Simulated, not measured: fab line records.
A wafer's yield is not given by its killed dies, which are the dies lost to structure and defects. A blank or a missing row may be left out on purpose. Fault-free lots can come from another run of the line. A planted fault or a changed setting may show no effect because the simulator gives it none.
Split-lot study    flow n5Finfet    21 wafers read across 7 lots, on a route 1938 steps long

== SPLIT DETAILS ==
At N5_BEOL_M1_ETCH_64 (etches SOC in N2/H2, target depth 75 nm, overetch 15 nm, time 112.5 s), the setting biasW was moved away from the recipe's 150 W on 8 of the 21 wafers read, by -14.7% to +11.1%. For the rest of the wafers, this setting stayed at what the recipe calls for.

The reading is taken at the split's own step.

== THE READING ==
rfVppV, in V, at N5_BEOL_M1_ETCH_64 (etches SOC in N2/H2, target depth 75 nm, overetch 15 nm, time 112.5 s). Typical for fault-free wafers on this fab line: 524.3 V, with standard deviation 2.5 V.

wafer   tool, chamber at the split  biasW as run, W  against the recipe  rfVppV, V  against lot-mates on the recipe
L074.1  rieDiel-03, 0               158.7            +5.8%               542.5      no lot-mate on the recipe
L074.5  rieDiel-03, 2               158.7            +5.8%               545.8      no lot-mate on the recipe
L074.6  rieDiel-03, 3               158.7            +5.8%               540.9      no lot-mate on the recipe
L075.1  rieDiel-03, 2               150              recipe              527.1      -
L075.4  rieDiel-03, 1               150              recipe              525.5      -
L075.5  rieDiel-03, 0               150              recipe              523.0      -
L080.3  rieDiel-01, 0               127.9            -14.7%              471.2      -52.8
L080.4  rieDiel-01, 2               150              recipe              526.9      -
L080.6  rieDiel-01, 1               150              recipe              521.2      -
L085.2  rieDiel-01, 0               150              recipe              523.2      -
L085.3  rieDiel-01, 3               150              recipe              525.7      -
L085.6  rieDiel-01, 3               150              recipe              527.4      -
L086.1  rieDiel-04, 1               150              recipe              521.0      -
L086.2  rieDiel-04, 0               150              recipe              526.0      -
L086.4  rieDiel-04, 1               141.4            -5.7%               502.0      -21.5
L088.2  rieDiel-01, 3               150              recipe              526.7      -
L088.4  rieDiel-01, 1               150              recipe              520.2      -
L088.5  rieDiel-01, 3               132.3            -11.8%              486.5      -37.0
L092.3  rieDiel-01, 2               150              recipe              526.7      -
L092.4  rieDiel-01, 0               166.6            +11.1%              558.3      +31.6
L092.6  rieDiel-01, 1               166.6            +11.1%              556.0      +29.3

THE FIT
A straight line over all 21 wafers: rfVppV changes by +3.28 V for each +1% of biasW; r = +0.99; the points scatter about the line by 2.8 V.
The same after taking each lot's own level away (the mean of its wafers on the recipe; 18 wafers): +3.16 V for each +1%; r = +0.99; scatter 3 V.
Per that fit: largest biasW move, reading shift of 47 V.
Measured against the standard deviation above, the lots' own levels, which go from 523.45 to 526.70 V, span 1.3 times it.
The two slopes agree, so the slope changes little with the lot-to-lot level.
Check: with one of the wafers moved furthest among these (-14.7%) left out of the fit, the line predicts -44.3 V for it against its lot-mates. Against them it came out at -52.8 V.
Tool readings at the split's step, against how far the setting was moved: rfVppV r = +0.99.

== THE OTHER SPLITS THESE WAFERS WENT THROUGH ==
Before the reading, these wafers also passed through other splits. Each is held against what the fit with the lots' levels taken away leaves over:
other split on the same wafers         wafers away from the commonest value  r with rfVppV (lot level and that fit taken away)
N5_MOL_CONTACT_COAG_COAT_104 spinRpm   5                                     +0.16
N5_MOL_CONTACT_COAG_ALD_133 aldCycles  13                                    +0.13
N5_BEOL_M0_SAQP_COAT_69 spinRpm        8                                     +0.01
N5_BEOL_M0_SAQP_COAT_72 spinRpm        5                                     +0.09
N5_BEOL_M0_CUTY_DESCUM_61 timeS        7                                     +0.05
N5_BEOL_M1_EXPOSE_08 doseMj            7                                     -0.10

== THE WHOLE CHAIN: every reading that the file lists as answering this split, in the file's order ==
step                what it does                                                           reading                                                                          change (the file's fit)                 r (the file's)
N5_BEOL_M1_ETCH_64  etches SOC in N2/H2, target depth 75 nm, overetch 15 nm, time 112.5 s  rfVppV                                                                           +3.28 V for each +1% of the setting     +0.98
N5_BEOL_M1_ETCH_64  etches SOC in N2/H2, target depth 75 nm, overetch 15 nm, time 112.5 s  SiARC_of_BEOL_M1_COAT_62.thkNm (the simulator's own value, which no gauge read)  -0.0716 nm for each +1% of the setting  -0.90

== FILE'S OWN FIT ==
rfVppV changes by +3.28 V for each +1% of biasW, r = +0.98.
